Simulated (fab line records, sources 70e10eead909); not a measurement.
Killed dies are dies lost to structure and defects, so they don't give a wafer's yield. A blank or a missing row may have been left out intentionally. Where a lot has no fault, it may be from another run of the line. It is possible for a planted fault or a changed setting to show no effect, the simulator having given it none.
Which tool was responsible? / flow nand harc / Sampling: 12 lots, 36 wafers, 7 of 1302 route steps

## WHAT THE GAUGES SHOWED, per wafer
NHARC_A_ONON_D1_THK_MEAS_21: measures by ellipsometry.
lot=L914; measured=day 8 08:13; on=film metro-01; thk nm (nm)=1018 1020 1018
lot=L915; measured=day 8 14:05; on=film metro-02; thk nm (nm)=1012 1014 1012
lot=L916; measured=day 8 23:22; on=film metro-02; thk nm (nm)=1009 1007 1010
lot=L917; measured=day 9 09:39; on=film metro-01; thk nm (nm)=1006 1006 1005
lot=L919; measured=day 10 06:58; on=film metro-02; thk nm (nm)=993 993 993
lot=L918; measured=day 10 06:59; on=film metro-01; thk nm (nm)=1004 1002 1004
lot=L925; measured=day 13 02:02; on=film metro-02; thk nm (nm)=1006 1005 1005
lot=L927; measured=day 13 16:58; on=film metro-01; thk nm (nm)=1012 1010 1014
lot=L928; measured=day 14 06:40; on=film metro-02; thk nm (nm)=995 997 997
lot=L930; measured=day 15 05:16; on=film metro-02; thk nm (nm)=1000 998 1000
lot=L935; measured=day 16 20:41; on=film metro-01; thk nm (nm)=1005 1006 1005
lot=L936; measured=day 17 05:24; on=film metro-01; thk nm (nm)=1006 1004 1003

NHARC_A_ONON_D1_INSPECT_32.
lot=L914; measured=day 8 10:40; on=defect inspect-01; raw defect count=49 42 69
lot=L915; measured=day 8 16:22; on=defect inspect-01; raw defect count=80 76 53
lot=L916; measured=day 9 01:36; on=defect inspect-02; raw defect count=73 60 75
lot=L917; measured=day 9 11:54; on=defect inspect-01; raw defect count=91 104 60
lot=L919; measured=day 10 09:13; on=defect inspect-02; raw defect count=91 134 77
lot=L918; measured=day 10 09:13; on=defect inspect-01; raw defect count=58 60 91
lot=L925; measured=day 13 04:20; on=defect inspect-02; raw defect count=70 79 109
lot=L927; measured=day 13 19:13; on=defect inspect-01; raw defect count=84 148 99
lot=L928; measured=day 14 08:55; on=defect inspect-01; raw defect count=33 54 38
lot=L930; measured=day 15 07:40; on=defect inspect-01; raw defect count=47 70 55
lot=L935; measured=day 16 22:55; on=defect inspect-02; raw defect count=82 82 51
lot=L936; measured=day 17 07:38; on=defect inspect-02; raw defect count=75 94 102

NHARC_A_CHANNEL_HOLE_D1_CD_MEAS_10: the cd target is 100 nm.
lot=L914; measured=day 8 13:23; on=cd sem-03; cd nm (nm)=100.5 100.0 100.0
lot=L915; measured=day 8 19:41; on=cd sem-01; cd nm (nm)=100.1 100.5 99.4
lot=L916; measured=day 9 10:34; on=cd sem-02; cd nm (nm)=99.9 100.2 99.8
lot=L917; measured=day 9 15:52; on=cd sem-02; cd nm (nm)=100.0 100.0 99.7
lot=L919; measured=day 10 12:38; on=cd sem-01; cd nm (nm)=96.5 96.7 96.6
lot=L918; measured=day 10 13:19; on=cd sem-01; cd nm (nm)=100.4 99.5 100.7
lot=L925; measured=day 13 08:26; on=cd sem-02; cd nm (nm)=97.3 96.4 97.4
lot=L927; measured=day 13 22:20; on=cd sem-01; cd nm (nm)=100.0 100.3 100.8
lot=L928; measured=day 14 12:00; on=cd sem-02; cd nm (nm)=100.5 100.5 100.5
lot=L930; measured=day 15 10:23; on=cd sem-03; cd nm (nm)=100.6 99.8 99.8
lot=L935; measured=day 17 01:38; on=cd sem-03; cd nm (nm)=100.6 99.9 99.9
lot=L936; measured=day 17 10:21; on=cd sem-03; cd nm (nm)=100.1 100.9 100.2

NHARC_A_CHANNEL_HOLE_D1_CD_MEAS_30.
lot=L914; measured=day 8 20:38; on=cd sem-01; cd nm (nm)=92.4 89.2 90.7
lot=L915; measured=day 9 02:34; on=cd sem-01; cd nm (nm)=89.3 89.9 89.2
lot=L916; measured=day 9 18:35; on=cd sem-03; cd nm (nm)=89.0 89.2 89.5
lot=L917; measured=day 9 22:45; on=cd sem-03; cd nm (nm)=89.7 89.8 89.2
lot=L919; measured=day 10 23:50; on=cd sem-02; cd nm (nm)=86.0 85.6 86.1
lot=L918; measured=day 10 20:44; on=cd sem-02; cd nm (nm)=91.3 91.3 91.3
lot=L925; measured=day 13 15:20; on=cd sem-03; cd nm (nm)=88.9 86.8 88.6
lot=L927; measured=day 14 05:11; on=cd sem-03; cd nm (nm)=88.9 90.4 89.6
lot=L928; measured=day 14 23:25; on=cd sem-01; cd nm (nm)=89.8 89.8 91.5
lot=L930; measured=day 15 17:26; on=cd sem-03; cd nm (nm)=91.2 89.8 89.8
lot=L935; measured=day 17 11:47; on=cd sem-02; cd nm (nm)=91.1 91.7 88.8
lot=L936; measured=day 17 17:35; on=cd sem-02; cd nm (nm)=90.8 91.1 91.2

NHARC_END_SORT_01.
lot=L927; measured=day 29 21:22; on=prober-01; killed at array=40; killed at other=0; killed at periphery=10; killed dies=50; killed open=4; killed short=1
lot=L928; measured=day 30 17:22; on=prober-01; killed at array=68 86 81; killed at other=0 1 0; killed at periphery=3 0 5; killed dies=71 87 86; killed open=0 4 3; killed short=6 3 2
lot=L930; measured=day 31 21:11; on=prober-01; killed at array=59 63; killed at other=0 1; killed at periphery=3 4; killed dies=62 68; killed open=3 2; killed short=4 2

## EACH LOT AND THE TOOL THAT RAN IT (in order: tool; ch and the chambers of the sampled wafers; start)
lot=L914; NHARC_A_ONON_D1_DEP_33=pecvd-02 ch 0,2, day 8 10:11; NHARC_A_CHANNEL_HOLE_D1_EXPOSE_07=arfi scanner-03 ch 0, day 8 13:14
lot=L915; NHARC_A_ONON_D1_DEP_33=pecvd-03 ch 0,1,2, day 8 15:53; NHARC_A_CHANNEL_HOLE_D1_EXPOSE_07=arfi scanner-01 ch 0, day 8 19:33
lot=L916; NHARC_A_ONON_D1_DEP_33=pecvd-02 ch 0,2, day 9 01:07; NHARC_A_CHANNEL_HOLE_D1_EXPOSE_07=arfi scanner-02 ch 0, day 9 10:26
lot=L917; NHARC_A_ONON_D1_DEP_33=pecvd-02 ch 1,2, day 9 11:28; NHARC_A_CHANNEL_HOLE_D1_EXPOSE_07=arfi scanner-02 ch 0, day 9 15:43
lot=L919; NHARC_A_ONON_D1_DEP_33=pecvd-03 ch 0,1,2, day 10 08:50; NHARC_A_CHANNEL_HOLE_D1_EXPOSE_07=arfi scanner-02 ch 0, day 10 12:29
lot=L918; NHARC_A_ONON_D1_DEP_33=pecvd-02 ch 0,1,2, day 10 08:53; NHARC_A_CHANNEL_HOLE_D1_EXPOSE_07=arfi scanner-01 ch 0, day 10 13:11
lot=L925; NHARC_A_ONON_D1_DEP_33=pecvd-04 ch 0,1,2, day 13 03:50; NHARC_A_CHANNEL_HOLE_D1_EXPOSE_07=arfi scanner-02 ch 0, day 13 08:17
lot=L927; NHARC_A_ONON_D1_DEP_33=pecvd-03 ch 0,1,2, day 13 18:52; NHARC_A_CHANNEL_HOLE_D1_EXPOSE_07=arfi scanner-01 ch 0, day 13 22:11
lot=L928; NHARC_A_ONON_D1_DEP_33=pecvd-04 ch 0,2, day 14 08:25; NHARC_A_CHANNEL_HOLE_D1_EXPOSE_07=arfi scanner-03 ch 0, day 14 11:52
lot=L930; NHARC_A_ONON_D1_DEP_33=pecvd-03 ch 0, day 15 07:05; NHARC_A_CHANNEL_HOLE_D1_EXPOSE_07=arfi scanner-03 ch 0, day 15 10:14
lot=L935; NHARC_A_ONON_D1_DEP_33=pecvd-03 ch 0,1, day 16 22:29; NHARC_A_CHANNEL_HOLE_D1_EXPOSE_07=arfi scanner-01 ch 0, day 17 01:29
lot=L936; NHARC_A_ONON_D1_DEP_33=pecvd-04 ch 0,2, day 17 07:13; NHARC_A_CHANNEL_HOLE_D1_EXPOSE_07=arfi scanner-01 ch 0, day 17 10:13
- NHARC_A_ONON_D1_DEP_33: deposits SiO2, target thk 200 nm.
- NHARC_A_CHANNEL_HOLE_D1_EXPOSE_07: exposes mask HOLE D1, target cd 100 nm.

## AS READ BY THE TOOLS THEMSELVES (means over the sampled wafers that have a number; for cases with no such wafer, the mark the record gives instead)
NHARC_A_ONON_D1_DEP_33.
lot=L914; tool=pecvd-02; heater power w (W)=698; throttle valve pct (%)=15.7
lot=L915; tool=pecvd-03; heater power w (W)=524; throttle valve pct (%)=16.5
lot=L916; tool=pecvd-02; heater power w (W)=654; throttle valve pct (%)=15.7
lot=L917; tool=pecvd-02; heater power w (W)=581; throttle valve pct (%)=16.6
lot=L919; tool=pecvd-03; heater power w (W)=554; throttle valve pct (%)=16.4
lot=L918; tool=pecvd-02; heater power w (W)=623; throttle valve pct (%)=16.3
lot=L925; tool=pecvd-04; heater power w (W)=530; throttle valve pct (%)=16.2
lot=L927; tool=pecvd-03; heater power w (W)=525; throttle valve pct (%)=16.6
lot=L928; tool=pecvd-04; heater power w (W)=449; throttle valve pct (%)=16.2
lot=L930; tool=pecvd-03; heater power w (W)=625; throttle valve pct (%)=16.7
lot=L935; tool=pecvd-03; heater power w (W)=613; throttle valve pct (%)=16.1
lot=L936; tool=pecvd-04; heater power w (W)=532; throttle valve pct (%)=16.3

NHARC_A_CHANNEL_HOLE_D1_EXPOSE_07.
lot=L914; tool=arfi scanner-03; exposure dose mJ cm2=59.64
lot=L915; tool=arfi scanner-01; exposure dose mJ cm2=59.62
lot=L916; tool=arfi scanner-02; exposure dose mJ cm2=59.66
lot=L917; tool=arfi scanner-02; exposure dose mJ cm2=59.74
lot=L919; tool=arfi scanner-02; exposure dose mJ cm2=55.55
lot=L918; tool=arfi scanner-01; exposure dose mJ cm2=59.62
lot=L925; tool=arfi scanner-02; exposure dose mJ cm2=56.50
lot=L927; tool=arfi scanner-01; exposure dose mJ cm2=59.64
lot=L928; tool=arfi scanner-03; exposure dose mJ cm2=59.71
lot=L930; tool=arfi scanner-03; exposure dose mJ cm2=59.65
lot=L935; tool=arfi scanner-01; exposure dose mJ cm2=59.70
lot=L936; tool=arfi scanner-01; exposure dose mJ cm2=59.58

## THE ANSWER, worked out from the rows above alone
Rule: usual is defined by the lots themselves. The widest of any qualifying gaps counts: lots, ordered by their means at a reading, are off when they make up no more than a third of the lots, leave a main group of 4 or more, and stand apart from it by 3 or more times the standard deviation of that group's means. The tables above print the reading to a certain number of digits; a main group whose means all agree to those digits is not used. A lot without any number at a reading at which 4 lots or more have one is off too. All remaining lots with rows at the step are treated as sound. After the gauges, taken in route order, come the tools' own readings; for these a lot's mean is taken, as printed above. At the first step where some lot is off, the reading lying furthest off is the one used; lots without a number count as furthest.
Off: L919, L925, at NHARC_A_CHANNEL_HOLE_D1_CD_MEAS_10 (cd nm). Main group: mean 100.2 nm, sd 0.19.
If a tool, at a process step before that reading, ran all the lots that are off and no sound lot after the first of them, it fits. The gauges at NHARC_A_CHANNEL_HOLE_D1_CD_MEAS_10 aren't tried: what is off there is off at NHARC_A_CHANNEL_HOLE_D1_EXPOSE_07 too, on other tools, and a gauge's error can't cause that. One candidate fits, namely arfi scanner-02 at NHARC_A_CHANNEL_HOLE_D1_EXPOSE_07. Its last sound lot is L917 (day 9 15:43), its first lot that is off L919 (day 10 12:29): a fault that began between those two fits.
On the lots that are off, the tool's own readings at NHARC_A_CHANNEL_HOLE_D1_EXPOSE_07 differ by more than 5 times the standard deviation of the sound lots' means, which bears it out; exposure dose mJ cm2 reads 56.02 there versus 59.66 on the sound lots.

## WHAT THE SIMULATOR HAD PUT IN
Drift in process parameters on arfi scanner-02 at NHARC_A_CHANNEL_HOLE_D1_EXPOSE_07, starting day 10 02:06. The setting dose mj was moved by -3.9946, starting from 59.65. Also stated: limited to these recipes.
Shown lots that were struck: L919, L925. The same result came from the rule above.
